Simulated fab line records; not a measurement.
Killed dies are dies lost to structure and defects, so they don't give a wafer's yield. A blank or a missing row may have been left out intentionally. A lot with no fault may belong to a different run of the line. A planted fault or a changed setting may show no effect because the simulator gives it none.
Which tool is to blame? :: flow n5_finfet :: 24 lots, 72 wafers sampled, at 5 steps of a route of 1938

## WHAT EACH GAUGE READ, for each wafer
N5_BEOL_M10_THK_MEAS_01.
lot: L076
measured: day 10 21:40
on: film_metro-01
M10_ILD_THK (nm): 269 266 271

lot: L077
measured: day 11 07:46
on: film_metro-01
M10_ILD_THK (nm): 258 268 269

lot: L075
measured: day 11 07:29
on: film_metro-02
M10_ILD_THK (nm): 265 264 266

lot: L079
measured: day 12 01:56
on: film_metro-01
M10_ILD_THK (nm): 260 267 268

lot: L078
measured: day 12 01:35
on: film_metro-02
M10_ILD_THK (nm): 265 272 260

lot: L081
measured: day 12 02:32
on: film_metro-02
M10_ILD_THK (nm): 264 259 264

lot: L074
measured: day 12 03:58
on: film_metro-02
M10_ILD_THK (nm): 265 265 268

lot: L080
measured: day 12 02:48
on: film_metro-02
M10_ILD_THK (nm): 270 269 278

lot: L082
measured: day 12 05:25
on: film_metro-02
M10_ILD_THK (nm): 266 260 270

lot: L083
measured: day 12 20:37
on: film_metro-02
M10_ILD_THK (nm): 265 265 268

lot: L084
measured: day 12 20:55
on: film_metro-02
M10_ILD_THK (nm): 262 269 267

lot: L085
measured: day 12 21:09
on: film_metro-01
M10_ILD_THK (nm): 266 264 268

lot: L086
measured: day 13 20:18
on: film_metro-01
M10_ILD_THK (nm): 268 262 264

lot: L087
measured: day 14 11:55
on: film_metro-02
M10_ILD_THK (nm): 271 268 270

lot: L088
measured: day 14 12:26
on: film_metro-02
M10_ILD_THK (nm): 269 260 271

lot: L089
measured: day 14 16:47
on: film_metro-02
M10_ILD_THK (nm): 269 269 273

lot: L090
measured: day 15 03:25
on: film_metro-02
M10_ILD_THK (nm): 268 270 266

lot: L091
measured: day 15 02:53
on: film_metro-02
M10_ILD_THK (nm): 270 271 275

lot: L092
measured: day 15 03:53
on: film_metro-02
M10_ILD_THK (nm): 266 270 268

lot: L093
measured: day 16 00:16
on: film_metro-02
M10_ILD_THK (nm): 260 264 268

lot: L094
measured: day 16 08:43
on: film_metro-01
M10_ILD_THK (nm): 265 264 271

lot: L095
measured: day 16 09:29
on: film_metro-02
M10_ILD_THK (nm): 266 271 269

lot: L096
measured: day 16 17:41
on: film_metro-02
M10_ILD_THK (nm): 272 274 274

lot: L097
measured: day 16 18:42
on: film_metro-02
M10_ILD_THK (nm): 268 270 271

## TOOL THAT RAN EACH LOT (tool first, then ch and the chambers of the sampled wafers, then the start)
lot: L076
N5_BEOL_M8_SPUTTER_48: pvd_sputter-02, day 10 08:08
N5_BEOL_M9_ETCH_41: rie_diel-02 ch 0,1,3, day 10 16:25 or earlier
N5_BEOL_M9_CURE_72: uv_cure-02 ch 0, day 10 16:25
N5_BEOL_M9_ANNEAL_51: rtp_anneal-02 ch 0, day 10 20:17

lot: L077
N5_BEOL_M8_SPUTTER_48: pvd_sputter-02, day 10 19:32
N5_BEOL_M9_ETCH_41: rie_diel-02 ch 0,1,2, day 11 04:31 or earlier
N5_BEOL_M9_CURE_72: uv_cure-03 ch 1, day 11 04:31
N5_BEOL_M9_ANNEAL_51: rtp_anneal-02 ch 0, day 11 06:23

lot: L075
N5_BEOL_M8_SPUTTER_48: pvd_sputter-02, day 10 19:54
N5_BEOL_M9_ETCH_41: rie_diel-04 ch 1,2,3, day 11 04:29 or earlier
N5_BEOL_M9_CURE_72: uv_cure-01 ch 1, day 11 04:29
N5_BEOL_M9_ANNEAL_51: rtp_anneal-02 ch 0, day 11 06:10

lot: L079
N5_BEOL_M8_SPUTTER_48: pvd_sputter-02, day 11 17:23
N5_BEOL_M9_ETCH_41: rie_diel-04 ch 2,3, day 11 23:10 or earlier
N5_BEOL_M9_CURE_72: uv_cure-03 ch 0, day 11 23:10
N5_BEOL_M9_ANNEAL_51: rtp_anneal-01 ch 0, day 12 00:37

lot: L078
N5_BEOL_M8_SPUTTER_48: pvd_sputter-02, day 11 17:28
N5_BEOL_M9_ETCH_41: rie_diel-06 ch 0,3, day 11 22:25 or earlier
N5_BEOL_M9_CURE_72: uv_cure-01 ch 1, day 11 22:25
N5_BEOL_M9_ANNEAL_51: rtp_anneal-02 ch 0, day 12 00:17

lot: L081
N5_BEOL_M8_SPUTTER_48: pvd_sputter-02, day 11 17:33
N5_BEOL_M9_ETCH_41: rie_diel-02 ch 0,1,3, day 11 23:53 or earlier
N5_BEOL_M9_CURE_72: uv_cure-03 ch 0, day 11 23:53
N5_BEOL_M9_ANNEAL_51: rtp_anneal-01 ch 0, day 12 01:11

lot: L074
N5_BEOL_M8_SPUTTER_48: pvd_sputter-02, day 11 17:38
N5_BEOL_M9_ETCH_41: rie_diel-06 ch 0,1,2, day 12 00:20 or earlier
N5_BEOL_M9_CURE_72: uv_cure-03 ch 0, day 12 00:20
N5_BEOL_M9_ANNEAL_51: rtp_anneal-02 ch 0, day 12 02:35

lot: L080
N5_BEOL_M8_SPUTTER_48: pvd_sputter-03, day 11 17:41
N5_BEOL_M9_ETCH_41: rie_diel-06 ch 0,1,3, day 11 23:54 or earlier
N5_BEOL_M9_CURE_72: uv_cure-02 ch 0, day 11 23:54
N5_BEOL_M9_ANNEAL_51: rtp_anneal-01 ch 0, day 12 01:25

lot: L082
N5_BEOL_M8_SPUTTER_48: pvd_sputter-01, day 11 22:01
N5_BEOL_M9_ETCH_41: rie_diel-06 ch 0,1,3, day 12 02:32 or earlier
N5_BEOL_M9_CURE_72: uv_cure-01 ch 2, day 12 02:32
N5_BEOL_M9_ANNEAL_51: rtp_anneal-01 ch 0, day 12 04:01

lot: L083
N5_BEOL_M8_SPUTTER_48: pvd_sputter-01, day 12 10:17
N5_BEOL_M9_ETCH_41: rie_diel-04 ch 1,2,3, day 12 17:11 or earlier
N5_BEOL_M9_CURE_72: uv_cure-02 ch 2, day 12 17:11
N5_BEOL_M9_ANNEAL_51: rtp_anneal-02 ch 0, day 12 19:14

lot: L084
N5_BEOL_M8_SPUTTER_48: pvd_sputter-02, day 12 11:05
N5_BEOL_M9_ETCH_41: rie_diel-02 ch 1,2,3, day 12 17:17 or earlier
N5_BEOL_M9_CURE_72: uv_cure-01 ch 0, day 12 17:17
N5_BEOL_M9_ANNEAL_51: rtp_anneal-02 ch 0, day 12 19:30

lot: L085
N5_BEOL_M8_SPUTTER_48: pvd_sputter-01, day 12 12:21
N5_BEOL_M9_ETCH_41: rie_diel-04 ch 0,2, day 12 17:40 or earlier
N5_BEOL_M9_CURE_72: uv_cure-03 ch 1, day 12 17:40
N5_BEOL_M9_ANNEAL_51: rtp_anneal-02 ch 0, day 12 19:49

lot: L086
N5_BEOL_M8_SPUTTER_48: pvd_sputter-02, day 13 08:24
N5_BEOL_M9_ETCH_41: rie_diel-04 ch 0,2,3, day 13 15:55 or earlier
N5_BEOL_M9_CURE_72: uv_cure-02 ch 1, day 13 15:55
N5_BEOL_M9_ANNEAL_51: rtp_anneal-02 ch 0, day 13 18:46

lot: L087
N5_BEOL_M8_SPUTTER_48: pvd_sputter-02, day 14 02:53
N5_BEOL_M9_ETCH_41: rie_diel-02 ch 1,2, day 14 08:45 or earlier
N5_BEOL_M9_CURE_72: uv_cure-01 ch 2, day 14 08:45
N5_BEOL_M9_ANNEAL_51: rtp_anneal-01 ch 0, day 14 10:31

lot: L088
N5_BEOL_M8_SPUTTER_48: pvd_sputter-02, day 14 03:08
N5_BEOL_M9_ETCH_41: rie_diel-06 ch 0,2,3, day 14 09:06 or earlier
N5_BEOL_M9_CURE_72: uv_cure-01 ch 1, day 14 09:06
N5_BEOL_M9_ANNEAL_51: rtp_anneal-01 ch 0, day 14 11:07

lot: L089
N5_BEOL_M8_SPUTTER_48: pvd_sputter-03, day 14 05:31
N5_BEOL_M9_ETCH_41: rie_diel-02 ch 0,2,3, day 14 12:52 or earlier
N5_BEOL_M9_CURE_72: uv_cure-02 ch 1, day 14 12:52
N5_BEOL_M9_ANNEAL_51: rtp_anneal-02 ch 0, day 14 15:23

lot: L090
N5_BEOL_M8_SPUTTER_48: pvd_sputter-03, day 14 14:10
N5_BEOL_M9_ETCH_41: rie_diel-06 ch 0,1, day 14 23:59 or earlier
N5_BEOL_M9_CURE_72: uv_cure-01 ch 1, day 14 23:59
N5_BEOL_M9_ANNEAL_51: rtp_anneal-01 ch 0, day 15 02:02

lot: L091
N5_BEOL_M8_SPUTTER_48: pvd_sputter-03, day 14 14:17
N5_BEOL_M9_ETCH_41: rie_diel-04 ch 1,2,3, day 15 00:08 or earlier
N5_BEOL_M9_CURE_72: uv_cure-03 ch 2, day 15 00:08
N5_BEOL_M9_ANNEAL_51: rtp_anneal-02 ch 0, day 15 01:35

lot: L092
N5_BEOL_M8_SPUTTER_48: pvd_sputter-02, day 14 14:32
N5_BEOL_M9_ETCH_41: rie_diel-06 ch 1,2, day 15 00:31 or earlier
N5_BEOL_M9_CURE_72: uv_cure-03 ch 0, day 15 00:31
N5_BEOL_M9_ANNEAL_51: rtp_anneal-01 ch 0, day 15 02:23

lot: L093
N5_BEOL_M8_SPUTTER_48: pvd_sputter-03, day 15 11:30
N5_BEOL_M9_ETCH_41: rie_diel-06 ch 0,2,3, day 15 19:25 or earlier
N5_BEOL_M9_CURE_72: uv_cure-02 ch 2, day 15 19:25
N5_BEOL_M9_ANNEAL_51: rtp_anneal-01 ch 0, day 15 22:53

lot: L094
N5_BEOL_M8_SPUTTER_48: pvd_sputter-02, day 15 20:51
N5_BEOL_M9_ETCH_41: rie_diel-06 ch 0,2,3, day 16 05:44 or earlier
N5_BEOL_M9_CURE_72: uv_cure-03 ch 2, day 16 05:44
N5_BEOL_M9_ANNEAL_51: rtp_anneal-02 ch 0, day 16 07:17

lot: L095
N5_BEOL_M8_SPUTTER_48: pvd_sputter-01, day 15 23:53
N5_BEOL_M9_ETCH_41: rie_diel-02 ch 0,1,2, day 16 05:49 or earlier
N5_BEOL_M9_CURE_72: uv_cure-01 ch 2, day 16 05:49
N5_BEOL_M9_ANNEAL_51: rtp_anneal-02 ch 0, day 16 08:08

lot: L096
N5_BEOL_M8_SPUTTER_48: pvd_sputter-02, day 16 06:31
N5_BEOL_M9_ETCH_41: rie_diel-04 ch 0,1,3, day 16 14:50 or earlier
N5_BEOL_M9_CURE_72: uv_cure-01 ch 0, day 16 14:50
N5_BEOL_M9_ANNEAL_51: rtp_anneal-02 ch 0, day 16 16:20

lot: L097
N5_BEOL_M8_SPUTTER_48: pvd_sputter-02, day 16 06:59
N5_BEOL_M9_ETCH_41: rie_diel-06 ch 0,1,2, day 16 14:59 or earlier
N5_BEOL_M9_CURE_72: uv_cure-03 ch 1, day 16 14:59
N5_BEOL_M9_ANNEAL_51: rtp_anneal-01 ch 0, day 16 16:59
- N5_BEOL_M8_SPUTTER_48: material Cu, target thk 10 nm, time 1.667 s.
- N5_BEOL_M9_ETCH_41: etches SiCN in CH3F/O2, target depth 36.6 nm, time 70.1 s.
- N5_BEOL_M9_CURE_72: cures SiCOH lowk, time 120 s.
- N5_BEOL_M9_ANNEAL_51: time 90 s.

## WHAT THE TOOLS THEMSELVES READ (means of the sampled wafers that have a number; where no wafer has one, the mark that the record gives instead)
N5_BEOL_M8_SPUTTER_48.
lot: L076
tool: pvd_sputter-02
throttle_valve_pct (%): 29.0

lot: L077
tool: pvd_sputter-02
throttle_valve_pct (%): 29.0

lot: L075
tool: pvd_sputter-02
throttle_valve_pct (%): 29.5

lot: L079
tool: pvd_sputter-02
throttle_valve_pct (%): 29.3

lot: L078
tool: pvd_sputter-02
throttle_valve_pct (%): 28.6

lot: L081
tool: pvd_sputter-02
throttle_valve_pct (%): 29.1

lot: L074
tool: pvd_sputter-02
throttle_valve_pct (%): 29.1

lot: L080
tool: pvd_sputter-03
throttle_valve_pct (%): 29.5

lot: L082
tool: pvd_sputter-01
throttle_valve_pct (%): 31.1

lot: L083
tool: pvd_sputter-01
throttle_valve_pct (%): 30.6

lot: L084
tool: pvd_sputter-02
throttle_valve_pct (%): 28.7

lot: L085
tool: pvd_sputter-01
throttle_valve_pct (%): 29.8

lot: L086
tool: pvd_sputter-02
throttle_valve_pct (%): 28.6

lot: L087
tool: pvd_sputter-02
throttle_valve_pct (%): 29.0

lot: L088
tool: pvd_sputter-02
throttle_valve_pct (%): 29.3

lot: L089
tool: pvd_sputter-03
throttle_valve_pct (%): 29.8

lot: L090
tool: pvd_sputter-03
throttle_valve_pct (%): 29.8

lot: L091
tool: pvd_sputter-03
throttle_valve_pct (%): 30.0

lot: L092
tool: pvd_sputter-02
throttle_valve_pct (%): 28.8

lot: L093
tool: pvd_sputter-03
throttle_valve_pct (%): 30.2

lot: L094
tool: pvd_sputter-02
throttle_valve_pct (%): 29.6

lot: L095
tool: pvd_sputter-01
throttle_valve_pct (%): 30.7

lot: L096
tool: pvd_sputter-02
throttle_valve_pct (%): 29.0

lot: L097
tool: pvd_sputter-02
throttle_valve_pct (%): 28.5

N5_BEOL_M9_ETCH_41.
lot: L076
tool: rie_diel-02
drypump_motor_current_A (A): 6.1
mfc_ar_sccm (sccm): 149.9
oes_product_au (a.u.): 0.76
rf_vpp_V (V): 297.3
showerhead_plenum_p_Torr (Torr): 1.98
throttle_valve_pct (%): 16.44

lot: L077
tool: rie_diel-02
drypump_motor_current_A (A): 5.9
mfc_ar_sccm (sccm): 149.6
oes_product_au (a.u.): 0.76
rf_vpp_V (V): 296.4
showerhead_plenum_p_Torr (Torr): 1.97
throttle_valve_pct (%): 16.43

lot: L075
tool: rie_diel-04
drypump_motor_current_A (A): 5.5
mfc_ar_sccm (sccm): 149.5
oes_product_au (a.u.): 0.75
rf_vpp_V (V): 298.6
showerhead_plenum_p_Torr (Torr): 2.04
throttle_valve_pct (%): 16.41

lot: L079
tool: rie_diel-04
drypump_motor_current_A (A): 5.4
mfc_ar_sccm (sccm): 150.1
oes_product_au (a.u.): 0.80
rf_vpp_V (V): 297.8
showerhead_plenum_p_Torr (Torr): 2.05
throttle_valve_pct (%): 16.22

lot: L078
tool: rie_diel-06
drypump_motor_current_A (A): 5.9
mfc_ar_sccm (sccm): 149.9
oes_product_au (a.u.): 0.84
rf_vpp_V (V): 296.9
showerhead_plenum_p_Torr (Torr): 2.01
throttle_valve_pct (%): 16.23

lot: L081
tool: rie_diel-02
drypump_motor_current_A (A): 6.1
mfc_ar_sccm (sccm): 149.8
oes_product_au (a.u.): 0.75
rf_vpp_V (V): 297.0
showerhead_plenum_p_Torr (Torr): 1.97
throttle_valve_pct (%): 16.45

lot: L074
tool: rie_diel-06
drypump_motor_current_A (A): 5.9
mfc_ar_sccm (sccm): 149.9
oes_product_au (a.u.): 0.84
rf_vpp_V (V): 298.4
showerhead_plenum_p_Torr (Torr): 2.08
throttle_valve_pct (%): 16.06

lot: L080
tool: rie_diel-06
drypump_motor_current_A (A): 5.9
mfc_ar_sccm (sccm): 150.2
oes_product_au (a.u.): 0.87
rf_vpp_V (V): 297.2
showerhead_plenum_p_Torr (Torr): 2.03
throttle_valve_pct (%): 16.26

lot: L082
tool: rie_diel-06
drypump_motor_current_A (A): 5.9
mfc_ar_sccm (sccm): 149.9
oes_product_au (a.u.): 0.87
rf_vpp_V (V): 297.7
showerhead_plenum_p_Torr (Torr): 2.03
throttle_valve_pct (%): 16.26

lot: L083
tool: rie_diel-04
drypump_motor_current_A (A): 5.5
mfc_ar_sccm (sccm): 150.0
oes_product_au (a.u.): 0.85
rf_vpp_V (V): 298.3
showerhead_plenum_p_Torr (Torr): 2.03
throttle_valve_pct (%): 16.24

lot: L084
tool: rie_diel-02
drypump_motor_current_A (A): 5.6
mfc_ar_sccm (sccm): 149.9
oes_product_au (a.u.): 0.80
rf_vpp_V (V): 297.8
showerhead_plenum_p_Torr (Torr): 2.02
throttle_valve_pct (%): 16.38

lot: L085
tool: rie_diel-04
drypump_motor_current_A (A): 5.7
mfc_ar_sccm (sccm): 150.0
oes_product_au (a.u.): 0.83
rf_vpp_V (V): 298.9
showerhead_plenum_p_Torr (Torr): 2.11
throttle_valve_pct (%): 16.39

lot: L086
tool: rie_diel-04
drypump_motor_current_A (A): 5.7
mfc_ar_sccm (sccm): 149.8
oes_product_au (a.u.): 0.83
rf_vpp_V (V): 299.4
showerhead_plenum_p_Torr (Torr): 2.09
throttle_valve_pct (%): 16.28

lot: L087
tool: rie_diel-02
drypump_motor_current_A (A): 5.5
mfc_ar_sccm (sccm): 150.3
oes_product_au (a.u.): 0.80
rf_vpp_V (V): 297.0
showerhead_plenum_p_Torr (Torr): 2.02
throttle_valve_pct (%): 16.40

lot: L088
tool: rie_diel-06
drypump_motor_current_A (A): 5.9
mfc_ar_sccm (sccm): 150.1
oes_product_au (a.u.): 0.77
rf_vpp_V (V): 296.9
showerhead_plenum_p_Torr (Torr): 2.01
throttle_valve_pct (%): 16.28

lot: L089
tool: rie_diel-02
drypump_motor_current_A (A): 5.9
mfc_ar_sccm (sccm): 149.9
oes_product_au (a.u.): 0.87
rf_vpp_V (V): 298.4
showerhead_plenum_p_Torr (Torr): 2.07
throttle_valve_pct (%): 16.24

lot: L090
tool: rie_diel-06
drypump_motor_current_A (A): 5.9
mfc_ar_sccm (sccm): 150.2
oes_product_au (a.u.): 0.88
rf_vpp_V (V): 299.0
showerhead_plenum_p_Torr (Torr): 2.09
throttle_valve_pct (%): 16.12

lot: L091
tool: rie_diel-04
drypump_motor_current_A (A): 5.5
mfc_ar_sccm (sccm): 150.3
oes_product_au (a.u.): 0.83
rf_vpp_V (V): 297.1
showerhead_plenum_p_Torr (Torr): 2.03
throttle_valve_pct (%): 16.27

lot: L092
tool: rie_diel-06
drypump_motor_current_A (A): 6.0
mfc_ar_sccm (sccm): 149.9
oes_product_au (a.u.): 0.77
rf_vpp_V (V): 299.2
showerhead_plenum_p_Torr (Torr): 2.08
throttle_valve_pct (%): 16.15

lot: L093
tool: rie_diel-06
drypump_motor_current_A (A): 5.9
mfc_ar_sccm (sccm): 150.3
oes_product_au (a.u.): 0.77
rf_vpp_V (V): 297.9
showerhead_plenum_p_Torr (Torr): 2.01
throttle_valve_pct (%): 16.31

lot: L094
tool: rie_diel-06
drypump_motor_current_A (A): 5.9
mfc_ar_sccm (sccm): 149.7
oes_product_au (a.u.): 0.77
rf_vpp_V (V): 297.8
showerhead_plenum_p_Torr (Torr): 2.01
throttle_valve_pct (%): 16.30

lot: L095
tool: rie_diel-02
drypump_motor_current_A (A): 5.9
mfc_ar_sccm (sccm): 150.1
oes_product_au (a.u.): 0.82
rf_vpp_V (V): 297.5
showerhead_plenum_p_Torr (Torr): 2.05
throttle_valve_pct (%): 16.35

lot: L096
tool: rie_diel-04
drypump_motor_current_A (A): 5.8
mfc_ar_sccm (sccm): 150.6
oes_product_au (a.u.): 0.87
rf_vpp_V (V): 297.4
showerhead_plenum_p_Torr (Torr): 2.03
throttle_valve_pct (%): 16.20

lot: L097
tool: rie_diel-06
drypump_motor_current_A (A): 5.9
mfc_ar_sccm (sccm): 149.6
oes_product_au (a.u.): 0.80
rf_vpp_V (V): 299.3
showerhead_plenum_p_Torr (Torr): 2.07
throttle_valve_pct (%): 16.13

N5_BEOL_M9_CURE_72.
lot: L076
tool: uv_cure-02
lamp_power_pct (%): 52.31
wafer_temp_C_max: 371.7

lot: L077
tool: uv_cure-03
lamp_power_pct (%): 52.36
wafer_temp_C_max: 372.3

lot: L075
tool: uv_cure-01
lamp_power_pct (%): 52.31
wafer_temp_C_max: 371.6

lot: L079
tool: uv_cure-03
lamp_power_pct (%): 52.38
wafer_temp_C_max: 371.6

lot: L078
tool: uv_cure-01
lamp_power_pct (%): 52.32
wafer_temp_C_max: 371.5

lot: L081
tool: uv_cure-03
lamp_power_pct (%): 52.31
wafer_temp_C_max: 371.2

lot: L074
tool: uv_cure-03
lamp_power_pct (%): 52.30
wafer_temp_C_max: 371.2

lot: L080
tool: uv_cure-02
lamp_power_pct (%): 52.31
wafer_temp_C_max: 371.3

lot: L082
tool: uv_cure-01
lamp_power_pct (%): 52.32
wafer_temp_C_max: 371.1

lot: L083
tool: uv_cure-02
lamp_power_pct (%): 52.32
wafer_temp_C_max: 372.0

lot: L084
tool: uv_cure-01
lamp_power_pct (%): 52.26
wafer_temp_C_max: 371.9

lot: L085
tool: uv_cure-03
lamp_power_pct (%): 52.30
wafer_temp_C_max: 371.9

lot: L086
tool: uv_cure-02
lamp_power_pct (%): 52.38
wafer_temp_C_max: 371.6

lot: L087
tool: uv_cure-01
lamp_power_pct (%): 52.31
wafer_temp_C_max: 371.3

lot: L088
tool: uv_cure-01
lamp_power_pct (%): 52.34
wafer_temp_C_max: 371.3

lot: L089
tool: uv_cure-02
lamp_power_pct (%): 52.33
wafer_temp_C_max: 372.1

lot: L090
tool: uv_cure-01
lamp_power_pct (%): 52.31
wafer_temp_C_max: 370.9

lot: L091
tool: uv_cure-03
lamp_power_pct (%): 52.30
wafer_temp_C_max: 371.4

lot: L092
tool: uv_cure-03
lamp_power_pct (%): 52.28
wafer_temp_C_max: 371.2

lot: L093
tool: uv_cure-02
lamp_power_pct (%): 52.38
wafer_temp_C_max: 371.7

lot: L094
tool: uv_cure-03
lamp_power_pct (%): 52.28
wafer_temp_C_max: 371.7

lot: L095
tool: uv_cure-01
lamp_power_pct (%): 52.28
wafer_temp_C_max: 371.0

lot: L096
tool: uv_cure-01
lamp_power_pct (%): 52.28
wafer_temp_C_max: 371.7

lot: L097
tool: uv_cure-03
lamp_power_pct (%): 52.28
wafer_temp_C_max: 372.2

N5_BEOL_M9_ANNEAL_51.
lot: L076
tool: rtp_anneal-02
anneal_temp_c (C): 225.18
wafer_temp_C_max: 225.86

lot: L077
tool: rtp_anneal-02
anneal_temp_c (C): 224.92
wafer_temp_C_max: 225.77

lot: L075
tool: rtp_anneal-02
anneal_temp_c (C): 225.00
wafer_temp_C_max: 226.13

lot: L079
tool: rtp_anneal-01
anneal_temp_c (C): 224.96
wafer_temp_C_max: 226.15

lot: L078
tool: rtp_anneal-02
anneal_temp_c (C): 225.12
wafer_temp_C_max: 225.88

lot: L081
tool: rtp_anneal-01
anneal_temp_c (C): 224.96
wafer_temp_C_max: 226.12

lot: L074
tool: rtp_anneal-02
anneal_temp_c (C): 224.97
wafer_temp_C_max: 225.80

lot: L080
tool: rtp_anneal-01
anneal_temp_c (C): 224.99
wafer_temp_C_max: 225.95

lot: L082
tool: rtp_anneal-01
anneal_temp_c (C): 224.89
wafer_temp_C_max: 225.90

lot: L083
tool: rtp_anneal-02
anneal_temp_c (C): 224.81
wafer_temp_C_max: 225.85

lot: L084
tool: rtp_anneal-02
anneal_temp_c (C): 225.07
wafer_temp_C_max: 225.88

lot: L085
tool: rtp_anneal-02
anneal_temp_c (C): 225.00
wafer_temp_C_max: 226.10

lot: L086
tool: rtp_anneal-02
anneal_temp_c (C): 225.14
wafer_temp_C_max: 225.81

lot: L087
tool: rtp_anneal-01
anneal_temp_c (C): 225.26
wafer_temp_C_max: 226.26

lot: L088
tool: rtp_anneal-01
anneal_temp_c (C): 225.31
wafer_temp_C_max: 226.08

lot: L089
tool: rtp_anneal-02
anneal_temp_c (C): 224.88
wafer_temp_C_max: 225.87

lot: L090
tool: rtp_anneal-01
anneal_temp_c (C): 225.06
wafer_temp_C_max: 225.92

lot: L091
tool: rtp_anneal-02
anneal_temp_c (C): 224.92
wafer_temp_C_max: 225.69

lot: L092
tool: rtp_anneal-01
anneal_temp_c (C): 225.23
wafer_temp_C_max: 225.46

lot: L093
tool: rtp_anneal-01
anneal_temp_c (C): 224.96
wafer_temp_C_max: 226.08

lot: L094
tool: rtp_anneal-02
anneal_temp_c (C): 224.97
wafer_temp_C_max: 225.83

lot: L095
tool: rtp_anneal-02
anneal_temp_c (C): 224.90
wafer_temp_C_max: 225.84

lot: L096
tool: rtp_anneal-02
anneal_temp_c (C): 224.71
wafer_temp_C_max: 226.05

lot: L097
tool: rtp_anneal-01
anneal_temp_c (C): 225.04
wafer_temp_C_max: 226.10

## THE ANSWER, worked out from the rows above alone
Rule: the usual values come from the lots themselves. The widest of any qualifying gaps counts: lots, ordered by their means at a reading, are off when they make up no more than a third of the lots, leave a main group of 4 or more, and stand apart from it by 3 or more times the standard deviation of that group's means. The tables above print the reading to a certain number of digits; a main group whose means all agree to those digits is not used. Also off: a lot with no number at a reading for which 4 or more lots have one. Where the step has rows for the other lots, those lots are counted as sound. Order of review: gauges by route order, followed by the tools' own readings, for which a lot's mean as printed above is used. At the first step where some lot is off, the reading lying furthest off is the one used; lots without a number count as furthest.
Nothing can be told from this: no lot is off at any reading shown.

## WHAT THE SIMULATOR PUT IN
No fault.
